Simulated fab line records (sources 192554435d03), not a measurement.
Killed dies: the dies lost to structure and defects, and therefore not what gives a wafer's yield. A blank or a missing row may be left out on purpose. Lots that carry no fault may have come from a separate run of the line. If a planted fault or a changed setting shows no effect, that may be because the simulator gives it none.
Split-lot trial || flow n5_finfet || 21 wafers read across 7 lots, on a route 1938 steps long

## THE SPLIT
At N5_HKMG_FIN_ETCH_58 (etches SOC in N2/H2, target depth 215.8 nm, time 741 s), the setting source_w was moved away from the recipe's 875 W on 4 of the 21 wafers read, by -10.4% to +9.3%. All remaining wafers had this setting at the recipe value.

The reading is taken at the split's own step.

## THE READING
rf_vpp_V, in V, at N5_HKMG_FIN_ETCH_58 (etches SOC in N2/H2, target depth 215.8 nm, time 741 s). Fault-free wafers of this fab line usually give 99.2 V, standard deviation 0.97 V.

{"wafer": "L076.1", "tool, chamber at the split": "rie_diel-06, 0", "source_w as run, W": 875, "against the recipe": "recipe", "rf_vpp_V, V": 99.9, "against lot-mates on the recipe": "-"}
{"wafer": "L076.2", "tool, chamber at the split": "rie_diel-06, 1", "source_w as run, W": 955.5, "against the recipe": "+9.2%", "rf_vpp_V, V": 96.0, "against lot-mates on the recipe": -3.2}
{"wafer": "L076.3", "tool, chamber at the split": "rie_diel-06, 3", "source_w as run, W": 875, "against the recipe": "recipe", "rf_vpp_V, V": 98.5, "against lot-mates on the recipe": "-"}
{"wafer": "L077.1", "tool, chamber at the split": "rie_diel-02, 1", "source_w as run, W": 875, "against the recipe": "recipe", "rf_vpp_V, V": 99.1, "against lot-mates on the recipe": "-"}
{"wafer": "L077.4", "tool, chamber at the split": "rie_diel-02, 0", "source_w as run, W": 875, "against the recipe": "recipe", "rf_vpp_V, V": 97.5, "against lot-mates on the recipe": "-"}
{"wafer": "L077.6", "tool, chamber at the split": "rie_diel-02, 1", "source_w as run, W": 783.7, "against the recipe": "-10.4%", "rf_vpp_V, V": 102.7, "against lot-mates on the recipe": "+4.4"}
{"wafer": "L080.2", "tool, chamber at the split": "rie_diel-01, 2", "source_w as run, W": 875, "against the recipe": "recipe", "rf_vpp_V, V": 99.1, "against lot-mates on the recipe": "-"}
{"wafer": "L080.3", "tool, chamber at the split": "rie_diel-01, 3", "source_w as run, W": 875, "against the recipe": "recipe", "rf_vpp_V, V": 99.7, "against lot-mates on the recipe": "-"}
{"wafer": "L080.5", "tool, chamber at the split": "rie_diel-01, 1", "source_w as run, W": 875, "against the recipe": "recipe", "rf_vpp_V, V": 100.5, "against lot-mates on the recipe": "-"}
{"wafer": "L083.2", "tool, chamber at the split": "rie_diel-06, 0", "source_w as run, W": 875, "against the recipe": "recipe", "rf_vpp_V, V": 99.7, "against lot-mates on the recipe": "-"}
{"wafer": "L083.4", "tool, chamber at the split": "rie_diel-06, 2", "source_w as run, W": 956.6, "against the recipe": "+9.3%", "rf_vpp_V, V": 95.2, "against lot-mates on the recipe": -4.5}
{"wafer": "L083.6", "tool, chamber at the split": "rie_diel-06, 2", "source_w as run, W": 956.6, "against the recipe": "+9.3%", "rf_vpp_V, V": 95.6, "against lot-mates on the recipe": -4.1}
{"wafer": "L084.2", "tool, chamber at the split": "rie_diel-02, 2", "source_w as run, W": 875, "against the recipe": "recipe", "rf_vpp_V, V": 98.7, "against lot-mates on the recipe": "-"}
{"wafer": "L084.4", "tool, chamber at the split": "rie_diel-02, 3", "source_w as run, W": 875, "against the recipe": "recipe", "rf_vpp_V, V": 99.3, "against lot-mates on the recipe": "-"}
{"wafer": "L084.6", "tool, chamber at the split": "rie_diel-02, 0", "source_w as run, W": 875, "against the recipe": "recipe", "rf_vpp_V, V": 100.3, "against lot-mates on the recipe": "-"}
{"wafer": "L093.1", "tool, chamber at the split": "rie_diel-06, 0", "source_w as run, W": 875, "against the recipe": "recipe", "rf_vpp_V, V": 99.7, "against lot-mates on the recipe": "-"}
{"wafer": "L093.2", "tool, chamber at the split": "rie_diel-06, 2", "source_w as run, W": 875, "against the recipe": "recipe", "rf_vpp_V, V": 99.5, "against lot-mates on the recipe": "-"}
{"wafer": "L093.4", "tool, chamber at the split": "rie_diel-06, 3", "source_w as run, W": 875, "against the recipe": "recipe", "rf_vpp_V, V": 98.4, "against lot-mates on the recipe": "-"}
{"wafer": "L094.2", "tool, chamber at the split": "rie_diel-02, 0", "source_w as run, W": 875, "against the recipe": "recipe", "rf_vpp_V, V": 98.5, "against lot-mates on the recipe": "-"}
{"wafer": "L094.3", "tool, chamber at the split": "rie_diel-02, 2", "source_w as run, W": 875, "against the recipe": "recipe", "rf_vpp_V, V": 97.0, "against lot-mates on the recipe": "-"}
{"wafer": "L094.4", "tool, chamber at the split": "rie_diel-02, 3", "source_w as run, W": 875, "against the recipe": "recipe", "rf_vpp_V, V": 98.9, "against lot-mates on the recipe": "-"}

FIT RESULTS
A straight line over all 21 wafers: rf_vpp_V changes by -0.366 V for each +1% of source_w; r = -0.88; the points scatter about the line by 0.86 V.
The same after taking each lot's own level away (the mean of its wafers on the recipe; 21 wafers): -0.423 V for each +1%; r = -0.94; scatter 0.66 V.
That fit puts the effect of the largest move of source_w on the reading at 4.4 V.
From 98.13 to 99.77 V: that is the span of the lots' own levels, equal to 1.7 times the standard deviation above.
So the slope is not independent of the lot-to-lot level: the two fits are not the same.
Check: for one of the wafers moved furthest among these (-10.4%), held out of the fit, the line's prediction against its lot-mates is +4.43 V. Against them it came out at +4.4 V.
Tool readings at the split's step, against how far the setting was moved: rf_vpp_V r = -0.88.

## THE WHOLE CHAIN: every reading that the file lists as answering this split, in the file's order
{"step": "N5_HKMG_FIN_ETCH_58", "what it does": "etches SOC in N2/H2, target depth 215.8 nm, time 741 s", "reading": "rf_vpp_V", "change (the file's fit)": "-0.407 V for each +1% of the setting", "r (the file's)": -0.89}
{"step": "N5_HKMG_FIN_ETCH_58", "what it does": "etches SOC in N2/H2, target depth 215.8 nm, time 741 s", "reading": "etch.depth_nm (the simulator's own value, which no gauge read)", "change (the file's fit)": "+2.16 nm for each +1% of the setting", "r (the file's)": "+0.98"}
{"step": "N5_HKMG_FIN_ETCH_58", "what it does": "etches SOC in N2/H2, target depth 215.8 nm, time 741 s", "reading": "SOC_of_HKMG_FIN_COAT_41.thk_nm (the simulator's own value, which no gauge read)", "change (the file's fit)": "-2.2 nm for each +1% of the setting", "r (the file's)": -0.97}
{"step": "N5_HKMG_FIN_ETCH_58", "what it does": "etches SOC in N2/H2, target depth 215.8 nm, time 741 s", "reading": "HKMG_FIN.feature_depth_nm (the simulator's own value, which no gauge read)", "change (the file's fit)": "+2.17 nm for each +1% of the setting", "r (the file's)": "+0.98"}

## THE FILE'S OWN FIT
rf_vpp_V changes by -0.407 V for each +1% of source_w, r = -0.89.
